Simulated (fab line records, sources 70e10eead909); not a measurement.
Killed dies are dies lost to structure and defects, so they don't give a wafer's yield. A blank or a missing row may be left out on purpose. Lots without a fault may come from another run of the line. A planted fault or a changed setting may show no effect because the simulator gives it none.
Chamber matching | flow nand_harc | NHARC_A_CHANNEL_FILL_D2_CMP_10 on cmp-03: 4 sister chambers
The step polishes, target thk 150 nm. 16 wafers are shown with their chamber, then 8 later ones without.

WAFERS WITH THEIR CHAMBER
wafer  | chamber | motor_current_A (A) | time_to_endpoint_s (s)
L081.1 | 1       | 11.7                | 15.5
L081.2 | 0       | 12.5                | 15.2
L081.5 | 2       | 10.5                | 18.9
L083.3 | 1       | 11.1                | 13.9
L083.5 | 2       | 11.6                | 15.2
L083.6 | 1       | 11.7                | 14.6
L083.1 | 3       | 13.4                | 15.5
L083.2 | 2       | 11.7                | 16.6
L083.4 | 0       | 12.9                | 17.0
L085.3 | 0       | 12.9                | 12.1
L085.4 | 1       | 11.5                | 10.0
L085.5 | 0       | 12.5                | 10.9
L087.1 | 2       | 11.1                | 16.2
L087.3 | 3       | 13.4                | 14.4
L087.6 | 2       | 11.4                | 16.4
L092.1 | 2       | 11.6                | 18.8

SIGNATURES (means of the wafers above)
reading            | chamber 0 | chamber 1 | chamber 2 | chamber 3 | scatter within a chamber
motor_current_A    | 12.700    | 11.500    | 11.317    | 13.400    | 0.345
time_to_endpoint_s | 13.800    | 13.500    | 17.017    | 14.950    | 2.1
Rule: a wafer's distance from a chamber is the root of the sum, over the readings, of the square of ((its reading less the chamber's mean) divided by the reading's scatter). The wafer belongs to the nearest chamber; if the next one is less than 2 further off, it can't be placed. The scatter: the root of (the sum of the squares of (reading less its chamber's mean) over the shown wafers, divided by (wafers less chambers)).

WAFERS WITHOUT THEIR CHAMBER
wafer  | motor_current_A (A) | time_to_endpoint_s (s)
L092.3 | 13.3                | 15.7
L092.4 | 11.8                | 15.8
L094.2 | 12.9                | 16.0
L094.3 | 11.9                | 15.4
L094.4 | 11.4                | 18.2
L096.1 | 11.7                | 14.7
L096.4 | 12.8                | 15.3
L096.6 | 13.5                | 13.6

WHICH CHAMBER EACH WENT THROUGH
wafer  | from the rows above          | in truth
L092.3 | can't be placed: 3 or 0      | 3
L092.4 | can't be placed: 1 or 2 or 0 | 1
L094.2 | can't be placed: 0 or 3      | 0
L094.3 | can't be placed: 1 or 2 or 0 | 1
L094.4 | can't be placed: 2 or 1      | 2
L096.1 | can't be placed: 1 or 2      | 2
L096.4 | can't be placed: 0 or 3      | 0
L096.6 | can't be placed: 3 or 0      | 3
Placed correctly: 0 of 8. Can't be placed from these rows: 8 (the true chamber is among the candidates in 8). Placed wrongly: 0.
